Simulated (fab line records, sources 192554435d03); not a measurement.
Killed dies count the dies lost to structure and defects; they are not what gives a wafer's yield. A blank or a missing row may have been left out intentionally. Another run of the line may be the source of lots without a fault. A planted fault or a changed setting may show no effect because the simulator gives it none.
Split-lot experiment -- flow n5_finfet -- 21 wafers read across 7 lots, on a route 1938 steps long

## SPLIT DETAILS
At N5_SD_EPI_N_PEB_07 (peb time 60 s), the setting peb_temp_c was moved away from the recipe's 110 C on 6 of the 21 wafers read, by -2.1% to +3.4%. This setting was run at the recipe's value on the other wafers.

## SPLIT TO READING: what lies between them in the file, 1 step
- N5_SD_EPI_N_DEVELOP_08: develop time 30 s

## THE READING
Shown in nm: cd_nm at N5_SD_EPI_N_CD_MEAS_09, with target cd 120 nm. A value of 120.5 nm with a standard deviation of 0.77 nm is what fault-free wafers of this fab line usually give.

wafer,"tool, chamber at the split","peb_temp_c as run, C",against the recipe,"cd_nm, nm",against lot-mates on the recipe
L074.1,"litho_track-05, 0",113.6,+3.3%,128.3,+7.4
L074.2,"litho_track-05, 0",110,recipe,120.7,-
L074.5,"litho_track-05, 0",110,recipe,121.1,-
L080.1,"litho_track-05, 0",113.7,+3.4%,128.8,+7.6
L080.2,"litho_track-05, 0",110,recipe,121.2,-
L080.5,"litho_track-05, 0",113.7,+3.4%,130.3,+9.1
L081.1,"litho_track-02, 0",110,recipe,121.6,-
L081.2,"litho_track-02, 0",110,recipe,121.2,-
L081.5,"litho_track-02, 0",113.3,+3.0%,128.7,+7.3
L084.1,"litho_track-04, 0",110,recipe,119.3,-
L084.2,"litho_track-04, 0",110,recipe,119.7,-
L084.4,"litho_track-04, 0",110,recipe,119.1,-
L086.1,"litho_track-02, 0",110,recipe,120.1,-
L086.3,"litho_track-02, 0",110,recipe,119.9,-
L086.5,"litho_track-02, 0",110,recipe,120.2,-
L087.3,"litho_track-02, 0",110,recipe,119.9,-
L087.5,"litho_track-02, 0",110,recipe,120.4,-
L087.6,"litho_track-02, 0",110,recipe,119.8,-
L091.4,"litho_track-05, 0",107.7,-2.1%,114.8,-7.5
L091.5,"litho_track-05, 0",107.7,-2.1%,115.1,-7.2
L091.6,"litho_track-05, 0",110,recipe,122.3,-

THE FIT
A straight line over all 21 wafers: cd_nm changes by +2.64 nm for each +1% of peb_temp_c; r = +0.98; the points scatter about the line by 0.84 nm.
The same after taking each lot's own level away (the mean of its wafers on the recipe; 21 wafers): +2.66 nm for each +1%; r = +0.99; scatter 0.68 nm.
The reading moves by 8.9 nm for the largest change in peb_temp_c, on that fit.
From 119.37 to 122.30 nm: that is the span of the lots' own levels, equal to 3.8 times the standard deviation above.
So the lot-to-lot level changes the slope little: the two slopes agree.
Check: +8.93 nm against its lot-mates is what the line predicts for one of the wafers moved furthest among these (+3.4%) when that wafer is left out of the fit. Against them it came out at +7.6 nm.

## ADDITIONAL SPLITS CARRIED BY THESE WAFERS
These wafers also went through other splits before the reading. Each is held against what the fit with the lots' levels taken away leaves over:
other split on the same wafers,wafers away from the commonest value,r with cd_nm (lot level and that fit taken away)
N5_WELL_APT_COAT_02 spin_rpm,5,-0.42
N5_PMOS_HMC_CHANNEL_EPI_PEB_07 peb_time_s,5,+0.31
N5_SPACER0_ALD_00 ald_cycles,6,+0.35

## THE WHOLE CHAIN: every reading that the file lists as answering this split, in the file's order
step,what it does,reading,change (the file's fit),r (the file's)
N5_SD_EPI_N_CD_MEAS_09,target cd 120 nm,cd_nm,+2.53 nm for each +1% of the setting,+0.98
N5_SD_EPI_N_DESCUM_14,"chemistry O2, time 7.9 s","SD_EPI_N.cd_nm (the simulator's own value, which no gauge read)",+2.53 nm for each +1% of the setting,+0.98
N5_SD_EPI_N_ETCH_35,"etches SOC in N2/H2, overetch 108 nm, time 486 s","SD_EPI_N.cd_nm (the simulator's own value, which no gauge read)",+2.67 nm for each +1% of the setting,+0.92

## FILE'S OWN FIT
cd_nm changes by +2.53 nm for each +1% of peb_temp_c, r = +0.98.
